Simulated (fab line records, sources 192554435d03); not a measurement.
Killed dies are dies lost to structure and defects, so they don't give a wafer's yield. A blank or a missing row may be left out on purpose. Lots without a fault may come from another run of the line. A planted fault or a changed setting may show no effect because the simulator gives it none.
A lot that was struck, set against a sound lot | flow n5-finfet | 37 out of 1938 route steps
Sound: wafers L741.3, L741.4, L741.6. Wafers L727.3, L727.4, L727.6 were the ones struck. Last of all comes the cause.
Each step with rows lists, per side, the tool, then ch with its chambers, then its first start. Under that, the readings that differ: sound wafers | struck wafers | difference of the means | sigmas: that difference in standard deviations of wafers without a fault.
alike: same words and numbers on both sides, and readings whose means sit less than 2 such deviations apart. not compared: any withheld reading, any reading some wafer has no value for, any bound like >300 that may hide the same value, and any number with overlapping values for which the record gives no deviation.
Wherever a step has rows on one side only, a row that says differs or no value, or a row with sigmas, the two part there. Non-overlapping numbers with no deviation appear without sigmas and do not part them. Lack of a reading on every wafer of one side parts them only where that side has two or more wafers.

first, 9 steps without rows for these wafers: N5_BEOL_M4_ANNEAL_95 (time 240 s); N5_BEOL_M4_SPUTTER_96 (material Cu, target thk 4.5 nm, time 8.29 s); N5_BEOL_M4_ECD_50 (material Cu, target thk 300 nm); N5_BEOL_M4_ANNEAL_51 (time 90 s); N5_BEOL_M4_CMP_52 (polishes, stops on SiOC, t overpolish 6.8 s, target thk 40 nm); N5_BEOL_M4_PRE_CLEAN_60 (time 15 s); N5_BEOL_M4_CO_CAP_55 (material Co, precursor CCTBA/H2, target thk 2 nm, time 102.1 s); N5_BEOL_M4_PRE_CLEAN_56 (time 15 s); N5_BEOL_M4_DEP_57 (deposits SiCN from 3MS/NH3, target thk 8 nm, time 14 s).
N5_BEOL_M4_RC_MEAS_101:
  sound on prober-02 ch 0, day 13 19:11; struck on prober-01 ch 0, day 9 12:32
  alike: DIBL_N, DIBL_P, IOFF_N, IOFF_P, ION_N, ION_P, SS_N, SS_P, VT_N, VT_P
then, 24 steps without rows for these wafers: N5_BEOL_M5_ILD_DEP_00 (deposits SiCOH lowk from DEMS/porogen, target thk 140.64 nm, time 25.9 s); N5_BEOL_M5_CURE_79 (cures SiCOH lowk, time 240 s); N5_BEOL_M5_PECVD_70 (deposits SiO2 from TEOS/O2, target thk 16 nm, time 18 s); N5_BEOL_M5_HM_DEP_02 (deposits TiN, target thk 20 nm); N5_BEOL_M5_COAT_59 (time 60 s, resist thk 60 nm); N5_BEOL_M5_COAT_60 (time 60 s, resist thk 12 nm); N5_BEOL_M5_COAT_71 (time 60 s, resist thk 5 nm); N5_BEOL_M5_COAT_05 (resist thk 30 nm); N5_BEOL_M5_EBR_07; N5_BEOL_M5_SOFTBAKE_06 (time 60 s); N5_BEOL_M5_EXPOSE_08 (exposes mask M5, target cd 28 nm); N5_BEOL_M5_PEB_09 (peb time 60 s); N5_BEOL_M5_DEVELOP_10 (develop time 30 s); N5_BEOL_M5_DESCUM_16 (chemistry O2, time 7 s); N5_BEOL_M5_ETCH_72 (etches underlayer in N2/H2, target depth 6.5 nm, time 5.2 s); N5_BEOL_M5_ETCH_61 (etches SiARC in CF4, target depth 15.6 nm, time 26 s); N5_BEOL_M5_ETCH_62 (etches SOC in N2/H2, target depth 75 nm, overetch 15 nm, time 112.5 s); N5_BEOL_M5_STRIP_63 (strips in N2/H2); N5_BEOL_M5_STRIP_73 (strips in N2/H2); N5_BEOL_M5_STRIP_64 (strips in CF4); N5_BEOL_M5_HM_OPEN_17 (chemistry Cl2/BCl3, target TiN, target depth 20 nm, overetch 6 nm); N5_BEOL_M5_STRIP_19 (strips in O2); N5_BEOL_M5_COAT_65 (time 60 s, resist thk 60 nm); N5_BEOL_M5_COAT_66 (time 60 s, resist thk 12 nm).
-- record jumps: 3 days separate the struck wafers' starts on either side; left off in module BEOL_M5, taken up again in module BEOL_M13, whose first shown step is the route's number 1700 --
N5_BEOL_M13_ETCH_38: etches SiCN in CF4/N2, target depth 67.5 nm, time 71.9 s.
  sound on rie-diel-02 ch 1,3, day 16 15:55; struck on rie-diel-04 ch 2,3, day 12 14:43
  no value came back on the struck wafers for any of 8 readings (bias-w (W), cf4-flow-sccm (sccm) and others); on the sound wafers bias-w (W) reads 70.12 70.46 69.83
  reading                                       | sound             | struck            | difference | sigmas
  model.SiOC_of_BEOL_M13_ILD_DEP_00.thk-nm (nm) | 787.2 796.4 795.6 | 832.2 830.8 847.4 | +43.7      |
  not compared: rf-hours-counter-h
N5_BEOL_M13_CMP_49: polishes, stops on SiOC, t overpolish 17.1 s, target thk 420 nm.
  sound on cmp-04 ch 0,1, day 16 18:23; struck on cmp-02 ch 0,1,2, day 12 16:35
  reading                                       | sound             | struck            | difference | sigmas
  model.SiOC_of_BEOL_M13_ILD_DEP_00.thk-nm (nm) | 777.2 786.4 785.6 | 822.2 820.8 837.4 | +43.7      |
  alike: motor-current-A
N5_PASSIVATION_PROBE_49:
  the record has rows for the struck wafers here (prober-01, day 13 18:39) and none for the sound ones

WHERE THEY PART
At N5_BEOL_M13_ETCH_38 first; at N5_PASSIVATION_PROBE_49 last (within this record only).

WHY: what the simulator had put in
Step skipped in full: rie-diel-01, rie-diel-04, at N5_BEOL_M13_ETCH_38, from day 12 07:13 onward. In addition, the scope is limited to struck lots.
